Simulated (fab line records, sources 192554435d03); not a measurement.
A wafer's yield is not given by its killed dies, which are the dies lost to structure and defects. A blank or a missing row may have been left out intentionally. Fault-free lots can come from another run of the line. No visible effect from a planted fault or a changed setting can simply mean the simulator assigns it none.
Lot-split experiment | flow n5 finfet | on a route of 1938 steps: 7 lots, 21 wafers read

## ON THE SPLIT
At N5_DUMMY_GATE_COAT_28 (time 60 s, resist thk 10 nm), the setting spin rpm was moved away from the recipe's 1500 rpm on 8 of the 21 wafers read, by -8.9% to +7.0%. All remaining wafers had this setting at the recipe value.

The split's own step is where the reading is taken.

## THE READING
underlayer_of_DUMMY_GATE_COAT_28.thk nm (the simulator's own value, which no gauge read), in nm, at N5_DUMMY_GATE_COAT_28 (time 60 s, resist thk 10 nm). The file gives no usual value for it.

wafer  | tool, chamber at the split | spin rpm as run, rpm | against the recipe | underlayer_of_DUMMY_GATE_COAT_28.thk nm, nm | against lot-mates on the recipe
L074.3 | litho track-02, 0          | 1500                 | recipe             | 10                                          | -
L074.4 | litho track-02, 0          | 1500                 | recipe             | 10                                          | -
L074.6 | litho track-02, 0          | 1500                 | recipe             | 10                                          | -
L075.3 | litho track-03, 0          | 1422                 | -5.2%              | 10.2                                        | +0.2
L075.6 | litho track-03, 0          | 1422                 | -5.2%              | 10.2                                        | +0.2
L075.4 | litho track-03, 0          | 1500                 | recipe             | 10                                          | -
L082.2 | litho track-02, 0          | 1500                 | recipe             | 10                                          | -
L082.3 | litho track-02, 0          | 1457                 | -2.9%              | 10.2                                        | +0.2
L082.5 | litho track-02, 0          | 1457                 | -2.9%              | 10.2                                        | +0.2
L083.1 | litho track-03, 0          | 1500                 | recipe             | 10                                          | -
L083.5 | litho track-03, 0          | 1500                 | recipe             | 10                                          | -
L083.6 | litho track-03, 0          | 1500                 | recipe             | 10                                          | -
L087.3 | litho track-03, 0          | 1366                 | -8.9%              | 10.4                                        | +0.4
L087.4 | litho track-03, 0          | 1366                 | -8.9%              | 10.4                                        | +0.4
L087.6 | litho track-03, 0          | 1500                 | recipe             | 10                                          | -
L091.2 | litho track-03, 0          | 1500                 | recipe             | 10                                          | -
L091.4 | litho track-03, 0          | 1500                 | recipe             | 10                                          | -
L091.6 | litho track-03, 0          | 1500                 | recipe             | 10                                          | -
L092.4 | litho track-04, 0          | 1500                 | recipe             | 10                                          | -
L092.5 | litho track-04, 0          | 1605                 | +7.0%              | 9.8                                         | -0.2
L092.6 | litho track-04, 0          | 1605                 | +7.0%              | 9.6                                         | -0.4

THE FIT
A straight line over all 21 wafers: underlayer_of_DUMMY_GATE_COAT_28.thk nm changes by -0.0441 nm for each +1% of spin rpm; r = -0.97; the points scatter about the line by 0.041 nm.
The same after taking each lot's own level away (the mean of its wafers on the recipe; 21 wafers): -0.0441 nm for each +1%; r = -0.97; scatter 0.041 nm.
On that fit, the largest move of spin rpm shifts the reading by 0.39 nm.
The lots' own levels span 10.00 to 10.00 nm.
The two slopes agree, so the slope changes little with the lot-to-lot level.
Check: with one of the wafers moved furthest among these (-8.9%) left out of the fit, the line predicts +0.399 nm for it against its lot-mates. It came out at +0.4 nm against them.

## THE OTHER SPLITS THESE WAFERS WENT THROUGH
These wafers also went through other splits before the reading. Each is held against what the fit with the lots' levels taken away leaves over:
other split on the same wafers        | wafers away from the commonest value | r with underlayer_of_DUMMY_GATE_COAT_28.thk nm (lot level and that fit taken away)
N5_ZERO_LAYER_PECVD_02 time s         | 10                                   | +0.10
N5_ZERO_LAYER_EXPOSE_08 dose mj       | 6                                    | -0.04
N5_WELL_APT_EXPOSE_05 dose mj         | 8                                    | +0.47
N5_WELL_APT_DEVELOP_07 develop time s | 3                                    | -0.24
N5_FIN_SAQP_FIN_ETCH_36 icp w         | 8                                    | +0.36

## FILE'S OWN FIT
underlayer_of_DUMMY_GATE_COAT_28.thk nm changes by -0.0444 nm for each +1% of spin rpm, r = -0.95.
